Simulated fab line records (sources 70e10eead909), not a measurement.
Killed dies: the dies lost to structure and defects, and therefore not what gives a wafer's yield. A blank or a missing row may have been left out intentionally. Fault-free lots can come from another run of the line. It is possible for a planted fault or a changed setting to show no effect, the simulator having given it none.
Chamber matching ; flow nand-harc ; cmp-03 running NHARC_P_CONTACT_CMP_01: 4 sister chambers
The step polishes SiO2, target thk 200 nm. 14 wafers are shown with their chamber, then 7 later ones without.

EACH WAFER AND ITS CHAMBER
wafer;chamber;motor-current-A (A);edge-zone-pressure-frac;slurry-flow-ml-min
L151.1;3;9.9;0.998;151.0
L151.2;0;9.7;0.999;150.7
L151.5;1;11.3;1.009;150.4
L152.2;3;9.4;0.997;150.2
L152.3;1;11.4;1.000;150.3
L152.5;0;9.7;0.996;149.5
L153.2;0;10.1;1.001;150.8
L153.4;3;9.4;1.005;149.9
L153.5;3;9.6;0.999;150.1
L166.1;3;9.5;0.997;149.9
L166.2;0;10.3;1.004;150.0
L166.5;1;12.1;1.002;151.2
L172.1;1;11.9;1.001;150.5
L172.3;2;11.6;1.003;150.7

SIGNATURES, as means of the wafers listed above
reading;chamber 0;chamber 1;chamber 2;chamber 3;scatter within a chamber
motor-current-A;9.950;11.675;11.600;9.560;0.298
edge-zone-pressure-frac;1.00000;1.00300;1.00300;0.99920;0.00359
slurry-flow-ml-min;150.250;150.600;150.700;150.220;0.496
Rule: a wafer's distance from a chamber is the root of the sum, over the readings, of the square of ((its reading less the chamber's mean) divided by the reading's scatter). If the next closest chamber is less than 2 further off than the closest, the wafer can't be placed; otherwise it belongs to the closest. The scatter: take each reading less its chamber's mean, square it, sum over the shown wafers, divide by the number of wafers less the number of chambers, and take the root.

WAFERS WITHOUT THEIR CHAMBER
wafer;motor-current-A (A);edge-zone-pressure-frac;slurry-flow-ml-min
L172.6;12.2;0.998;150.9
L173.2;9.9;0.995;149.8
L173.4;11.5;1.000;150.2
L173.5;9.4;0.997;150.1
L174.2;11.4;1.003;150.5
L174.4;12.1;0.996;150.4
L174.6;10.1;0.999;149.8

WHICH CHAMBER EACH WENT THROUGH
wafer;from the rows above;in truth
L172.6;can't be placed: 1 or 2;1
L173.2;can't be placed: 0 or 3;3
L173.4;can't be placed: 1 or 2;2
L173.5;can't be placed: 3 or 0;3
L174.2;can't be placed: 2 or 1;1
L174.4;can't be placed: 1 or 2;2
L174.6;can't be placed: 0 or 3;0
Correctly placed: 0 of 7. Cannot be placed on the basis of these rows: 7; the candidates contain the true chamber in 7. 0 placed wrongly.
